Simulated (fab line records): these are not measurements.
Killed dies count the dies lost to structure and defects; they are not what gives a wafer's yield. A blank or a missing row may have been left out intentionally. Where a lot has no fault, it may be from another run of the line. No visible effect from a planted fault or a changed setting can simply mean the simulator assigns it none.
A struck lot beside a sound one	flow n5_finfet	37 steps out of a route of 1938
Sound: these wafers, L171.2, L171.4, L171.5. Struck: wafer L179.2. (L179.1 of the same lot was not struck and is left out.) The cause comes at the end.
Per side, at each step with rows, come the tool, then ch with its chambers, and then its first start. Under that, the readings that differ: sound wafers	struck wafers	difference of the means	sigmas: that difference in standard deviations of wafers without a fault.
alike: words and numbers the same on both sides, and readings whose means are apart by under 2 such deviations; not compared: readings that were withheld, readings missing a value for some wafer, numbers with overlapping values and no deviation given by the record, and bounds like >300 which may hide the same value.
The two part at a step that has a row with sigmas, a row that says differs or no value, or rows on one side only. Numbers that have no deviation but don't overlap get no sigmas and don't part them. A reading missing from all wafers of one side parts the sides only when that side holds two or more wafers.

first, 8 steps without rows for these wafers: N5_BEOL_M7_SPUTTER_48 (material Cu, target thk 10 nm, time 1.667 s); N5_BEOL_M7_ECD_50 (material Cu, target thk 300 nm); N5_BEOL_M7_ANNEAL_51 (time 90 s); N5_BEOL_M7_CMP_52 (polishes, stops on SiCOH lowk, t overpolish 6.9 s, target thk 80 nm); N5_BEOL_M7_PRE_CLEAN_55 (time 15 s); N5_BEOL_M7_DEP_56 (deposits SiCN from 3MS/NH3, target thk 10 nm, time 17.5 s); N5_BEOL_M8_ILD_DEP_00 (deposits SiCOH lowk from DEMS/porogen, target thk 179.75 nm, time 33.4 s); N5_BEOL_M8_CURE_74 (cures SiCOH lowk, time 240 s).
N5_BEOL_M8_PECVD_70: deposits SiO2 from TEOS/O2, target thk 20 nm, time 22.7 s.
  sound on pecvd-03 ch 0,2, day 9 04:28; struck on pecvd-03 ch 1, day 11 01:05
reading	sound	struck	difference	sigmas
model.SiO2_of_BEOL_M8_PECVD_70.thk_nm (nm)	20.4 20.6 20.8	35	+14	
  alike: heater_power_w, showerhead_plenum_p_Torr, throttle_valve_pct
then, 25 steps without rows for these wafers: N5_BEOL_M8_HM_DEP_02 (deposits TiN, target thk 20 nm); N5_BEOL_M8_COAT_59 (time 60 s, resist thk 100 nm); N5_BEOL_M8_COAT_60 (time 60 s, resist thk 35 nm); N5_BEOL_M8_COAT_05 (resist thk 90 nm); N5_BEOL_M8_EBR_07; N5_BEOL_M8_SOFTBAKE_06 (time 60 s); N5_BEOL_M8_EXPOSE_08 (exposes mask M8); N5_BEOL_M8_PEB_09 (peb time 60 s); N5_BEOL_M8_DEVELOP_10 (develop time 30 s); N5_BEOL_M8_DESCUM_16 (chemistry O2, time 7.9 s); N5_BEOL_M8_ETCH_61 (etches SiARC in CF4, target depth 45.5 nm, time 75.8 s); N5_BEOL_M8_ETCH_62 (etches SOC in N2/H2, target depth 110 nm, overetch 22 nm, time 165 s); N5_BEOL_M8_STRIP_68 (strips in N2/H2); N5_BEOL_M8_STRIP_67 (strips in CF4); N5_BEOL_M8_HM_OPEN_17 (chemistry Cl2/BCl3, target TiN, target depth 20 nm, overetch 6 nm); N5_BEOL_M8_STRIP_19 (strips in O2); N5_BEOL_M8_COAT_63 (time 60 s, resist thk 60 nm); N5_BEOL_M8_COAT_64 (time 60 s, resist thk 12 nm); N5_BEOL_M8_COAT_71 (time 60 s, resist thk 5 nm); N5_BEOL_M8_COAT_22 (resist thk 30 nm); N5_BEOL_M8_EBR_24; N5_BEOL_M8_SOFTBAKE_23 (time 60 s); N5_BEOL_M8_EXPOSE_25 (exposes mask V7, target cd 40 nm); N5_BEOL_M8_PEB_26 (peb time 60 s); N5_BEOL_M8_DEVELOP_27 (develop time 30 s).
N5_BEOL_M8_HM_STRIP_39: strips TiN in peroxide tin strip, target depth 25 nm, time 158 s.
  sound on wet_bench-04 ch 0,6,7, day 9 10:42; struck on wet_bench-04 ch 1, day 11 05:38
reading	sound	struck	difference	sigmas
model.SiO2_of_BEOL_M8_PECVD_70.thk_nm (nm)	20.2 20.4 20.6	34.8	+14.4	
N5_BEOL_M8_CMP_52: polishes, stops on SiCOH lowk, t overpolish 6.9 s, target thk 80 nm.
  sound on cmp-01 ch 1,2,3, day 9 12:56; struck on cmp-03 ch 2, day 11 08:11
reading	sound	struck	difference	sigmas
barrier_field_endpoint_s (s)	29.2 29.9 31.0	46.1	+16.1	+21
overpolish_run_s (s)	6.898 6.899 6.898	0.722	-6.176	-99 or more
  alike: motor_current_A, platen_rpm, retaining_ring_pressure_frac
-- here the record skips 3 days between the struck wafers' starts before and after, leaving off in module BEOL_M8 and picking up in module PASSIVATION (first step shown: number 1936 of the route) --
N5_PASSIVATION_PROBE_49:
  the record has rows for the struck wafers here (prober-01, day 14 00:55) and none for the sound ones

## WHERE THEY PART
At N5_BEOL_M8_CMP_52 first; at N5_PASSIVATION_PROBE_49 last (within this record only).

WHY: whatever the simulator had introduced
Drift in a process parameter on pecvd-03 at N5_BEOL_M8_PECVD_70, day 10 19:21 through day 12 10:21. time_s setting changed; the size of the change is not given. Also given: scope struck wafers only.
